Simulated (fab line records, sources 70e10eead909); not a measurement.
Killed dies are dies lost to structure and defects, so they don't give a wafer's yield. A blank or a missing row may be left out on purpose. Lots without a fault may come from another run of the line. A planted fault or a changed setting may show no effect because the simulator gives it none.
A struck lot beside a sound one | flow nand_harc | 15 steps out of a route of 1302
Sound: wafers L175.1, L175.4, L175.5. Struck: wafer L166.2. (L166.3, L166.6 of the same lot were not struck and are left out.) The cause comes at the end.
At each step with rows: each side's tool, then ch and its chambers, then its first start. Under that, the readings that differ: sound wafers | struck wafers | difference of the means | sigmas: that difference in standard deviations of wafers without a fault.
alike: readings whose means differ by less than 2 such deviations, and words and numbers that are the same on both sides. not compared: withheld readings, readings that some wafer has no value for, bounds like >300 that may hide the same value, and numbers for which the record gives no deviation and whose values overlap.
The two part at a step that has a row with sigmas, a row that says differs or no value, or rows on one side only. Numbers that don't overlap but have no deviation are shown without sigmas and don't part them. A reading that every wafer of one side lacks parts them only if that side has two wafers or more.

first, 7 steps without rows for these wafers: NHARC_A_CHANNEL_HOLE_D1_COAT_37 (time 65 s); NHARC_A_CHANNEL_HOLE_D1_COAT_04 (resist thk 90 nm); NHARC_A_CHANNEL_HOLE_D1_SOFTBAKE_05 (time 55 s); NHARC_A_CHANNEL_HOLE_D1_EBR_06; NHARC_A_CHANNEL_HOLE_D1_EXPOSE_07 (exposes mask HOLE D1, target cd 100 nm); NHARC_A_CHANNEL_HOLE_D1_PEB_08 (peb time 65 s); NHARC_A_CHANNEL_HOLE_D1_DEVELOP_09 (develop time 35 s).
NHARC_A_CHANNEL_HOLE_D1_CD_MEAS_10: target cd 100 nm.
  sound on cd_sem-02 ch 0, day 14 12:22; struck on cd_sem-02 ch 0, day 10 13:23
  alike: cd_nm
NHARC_A_CHANNEL_HOLE_D1_OVL_MEAS_11:
  sound on overlay-02, day 14 12:27; struck on overlay-01, day 10 13:29
  alike: overlay_x_nm, overlay_y_nm
NHARC_A_CHANNEL_HOLE_D1_INSPECT_12:
  sound on defect_inspect-02, day 14 12:29; struck on defect_inspect-01, day 10 13:31
  reading          | sound | struck | difference | sigmas
  raw_defect_count | 2 1 7 | 12     | +9         | +3
NHARC_A_CHANNEL_HOLE_D1_DESCUM_15: chemistry O2, time 3 s.
  sound on rie_diel-11 ch 0,2, day 14 12:34; struck on rie_diel-12 ch 2, day 10 13:35
  alike: chamber_pressure_mTorr, drypump_motor_current_A, mfc_ar_sccm, oes_product_au, rf_vpp_V, showerhead_plenum_p_Torr, throttle_valve_pct
  not compared: rf_hours_counter_h
NHARC_A_CHANNEL_HOLE_D1_ETCH_38: etches the open film in CF4, target depth 39 nm, time 65 s.
  sound on rie_diel-11 ch 1,2,3, day 14 12:38; struck on rie_diel-12 ch 2, day 10 13:41
  reading      | sound             | struck | difference | sigmas
  rf_vpp_V (V) | 151.3 152.6 150.9 | 148.6  | -3.0       | -2
  alike: chamber_pressure_mTorr, drypump_motor_current_A, mfc_ar_sccm, oes_product_au, run_length_s, showerhead_plenum_p_Torr, throttle_valve_pct
  not compared: rf_hours_counter_h
NHARC_A_CHANNEL_HOLE_D1_ETCH_39: etches the open film in N2/H2, target depth 260 nm, time 325 s.
  sound on rie_diel-11 ch 0,1,2, day 14 12:44; struck on rie_diel-12 ch 0, day 10 13:47
  reading                | sound                | struck | difference | sigmas
  run_length_s (s)       | 345.9 346.0 346.2    | 274.7  | -71.3      | -99 or more
  throttle_valve_pct (%) | 14.174 14.161 14.155 | 14.185 | +0.022     | +2
  alike: chamber_pressure_mTorr, drypump_motor_current_A, mfc_ar_sccm, oes_product_au, rf_vpp_V, showerhead_plenum_p_Torr
  not compared: rf_hours_counter_h
NHARC_A_CHANNEL_HOLE_D1_ETCH_34: etches the open film in CF4/CHF3, target depth 154 nm, time 77 s.
  sound on rie_diel-11 ch 0,1,2; struck on rie_diel-12 ch 1
  alike: chamber_pressure_mTorr, drypump_motor_current_A, mfc_ar_sccm, oes_product_au, rf_vpp_V, run_length_s, showerhead_plenum_p_Torr, throttle_valve_pct
  not compared: rf_hours_counter_h
-- the record jumps here: 16 days lie between the struck wafers' starts before and after (it left off in module A_CHANNEL_HOLE_D1 and takes up again in module END, whose first step shown is number 1302 of the route) --
NHARC_END_SORT_01:
  the record has rows for the struck wafers here (prober-02 ch 0, day 26 11:59) and none for the sound ones

WHERE THEY PART
First at NHARC_A_CHANNEL_HOLE_D1_INSPECT_12; last, within this record, at NHARC_END_SORT_01.

WHY: what the simulator had put in
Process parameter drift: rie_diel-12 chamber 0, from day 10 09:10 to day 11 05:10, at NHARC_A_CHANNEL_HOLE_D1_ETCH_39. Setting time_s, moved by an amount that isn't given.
